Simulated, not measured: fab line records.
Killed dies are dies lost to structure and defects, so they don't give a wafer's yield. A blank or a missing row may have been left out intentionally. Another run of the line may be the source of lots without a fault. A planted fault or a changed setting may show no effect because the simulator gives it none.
Check for tools in common | flow nandHarc | Sampled: 10 lots, 42 wafers

## WHY IT WAS OPENED
At NHARC_A_CHANNEL_HOLE_D1_CD_MEAS_10 the reading cdNm is flagged on 4 of 10 lots. Wafers without a fault read 100.1 nm, standard deviation 0.53.
Rule: flag the lot when none of its wafers has a number, or when each of its wafers that has one lies beyond 4 standard deviations from that mean. The other lots count as sound.

lot  | measured     | on       | cdNm (nm), wafer by wafer     | flag
L259 | day 8 22:14  | cdSem-02 | 100.2 100.8 99.9              | 
L261 | day 9 21:05  | cdSem-01 | 100.4 100.0 100.9             | 
L263 | day 10 06:29 | cdSem-02 | 100.4 100.1 100.1             | 
L269 | day 13 01:07 | cdSem-03 | 85.3 85.1 84.6 84.8 84.7 84.6 | FLAGGED
L270 | day 13 07:45 | cdSem-01 | 87.4 87.6 88.6 87.6 87.5 88.3 | FLAGGED
L272 | day 14 07:53 | cdSem-01 | 91.1 89.9 90.4 91.1 90.0 90.4 | FLAGGED
L273 | day 14 20:26 | cdSem-03 | 89.5 90.6 89.8 89.2 90.9 89.8 | FLAGGED
L276 | day 15 17:42 | cdSem-02 | 99.5 100.7 100.5              | 
L278 | day 16 19:10 | cdSem-01 | 100.4 100.7 100.4             | 
L281 | day 18 01:17 | cdSem-03 | 100.7 99.8 100.3              | 
Average over the flagged lots: 88.3 nm; offset from the usual -11.8 nm, equal to -22 standard deviations.

## LOT BY LOT: THE TOOL USED
2 process steps preceding the reading are held in the record, out of 1302 steps in the route. Read each cell as the tool, then ch plus the chambers that the sampled wafers visited, then the start.
lot  | flag    | NHARC_A_CHANNEL_HOLE_D1_DEP_01  | NHARC_A_CHANNEL_HOLE_D1_EXPOSE_07
L259 |         | pecvd-04 ch 0,2, day 8 21:37    | arfiScanner-01 ch 0, day 8 22:05
L261 |         | pecvd-02 ch 0,2, day 9 20:26    | arfiScanner-01 ch 0, day 9 20:57
L263 |         | pecvd-03 ch 1,2, day 10 05:48   | arfiScanner-03 ch 0, day 10 06:21
L269 | FLAGGED | pecvd-03 ch 0,1,2, day 13 00:25 | arfiScanner-01 ch 0, day 13 00:58
L270 | FLAGGED | pecvd-03 ch 1,2, day 13 07:11   | arfiScanner-01 ch 0, day 13 07:37
L272 | FLAGGED | pecvd-02 ch 1,2, day 14 07:18   | arfiScanner-01 ch 0, day 14 07:45
L273 | FLAGGED | pecvd-02 ch 0,2, day 14 19:45   | arfiScanner-01 ch 0, day 14 20:19
L276 |         | pecvd-03 ch 0,1,2, day 15 17:00 | arfiScanner-03 ch 0, day 15 17:34
L278 |         | pecvd-02 ch 0,1,2, day 16 18:27 | arfiScanner-02 ch 0, day 16 19:02
L281 |         | pecvd-03 ch 0,1,2, day 18 00:34 | arfiScanner-02 ch 0, day 18 01:09
These steps, and what they do:
- NHARC_A_CHANNEL_HOLE_D1_DEP_01: deposits SiON, target thk 140 nm.
- NHARC_A_CHANNEL_HOLE_D1_EXPOSE_07: exposes mask HOLE D1, target cd 100 nm.
- NHARC_A_CHANNEL_HOLE_D1_CD_MEAS_10: target cd 100 nm.

## FLAGGED AGAINST TOTAL, ONE TOOL AT A TIME (gauges that did the reading follow at the end)
step                               | tool           | lots run | flagged | share of the flagged lots | sound lots run after its first flagged lot
NHARC_A_CHANNEL_HOLE_D1_DEP_01     | pecvd-02       | 4        | 2       | some                      | 1 (L278)
NHARC_A_CHANNEL_HOLE_D1_DEP_01     | pecvd-03       | 5        | 2       | some                      | 2 (L276,L281)
NHARC_A_CHANNEL_HOLE_D1_DEP_01     | pecvd-04       | 1        | 0       | none                      | -
NHARC_A_CHANNEL_HOLE_D1_EXPOSE_07  | arfiScanner-01 | 6        | 4       | all                       | 0
NHARC_A_CHANNEL_HOLE_D1_EXPOSE_07  | arfiScanner-02 | 2        | 0       | none                      | -
NHARC_A_CHANNEL_HOLE_D1_EXPOSE_07  | arfiScanner-03 | 2        | 0       | none                      | -
NHARC_A_CHANNEL_HOLE_D1_CD_MEAS_10 | cdSem-01       | 4        | 2       | some                      | 1 (L278)
NHARC_A_CHANNEL_HOLE_D1_CD_MEAS_10 | cdSem-02       | 3        | 0       | none                      | -
NHARC_A_CHANNEL_HOLE_D1_CD_MEAS_10 | cdSem-03       | 3        | 2       | some                      | 1 (L281)

## WHAT IS ALLOWED BY THE TABLE
In the table, 1 row covers all flagged lots: arfiScanner-01 at NHARC_A_CHANNEL_HOLE_D1_EXPOSE_07.
- arfiScanner-01 at NHARC_A_CHANNEL_HOLE_D1_EXPOSE_07: 4 of its 6 lots flagged. A fault beginning between L261 (day 9 20:57), its last sound lot, and L269 (day 13 00:58), its first flagged one, fits the data. Its own readings lie more than 4 standard deviations out on every wafer of the flagged lots: exposureDoseMJCm2.
One tool is left: arfiScanner-01 at NHARC_A_CHANNEL_HOLE_D1_EXPOSE_07.

## WHAT THE SIMULATOR PUT IN
Drift in process parameters on arfiScanner-01 at NHARC_A_CHANNEL_HOLE_D1_EXPOSE_07, starting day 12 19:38. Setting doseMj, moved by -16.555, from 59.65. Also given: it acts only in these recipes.
Lots struck among those shown: L269, L270, L272, L273. This agrees with what the rule above found.
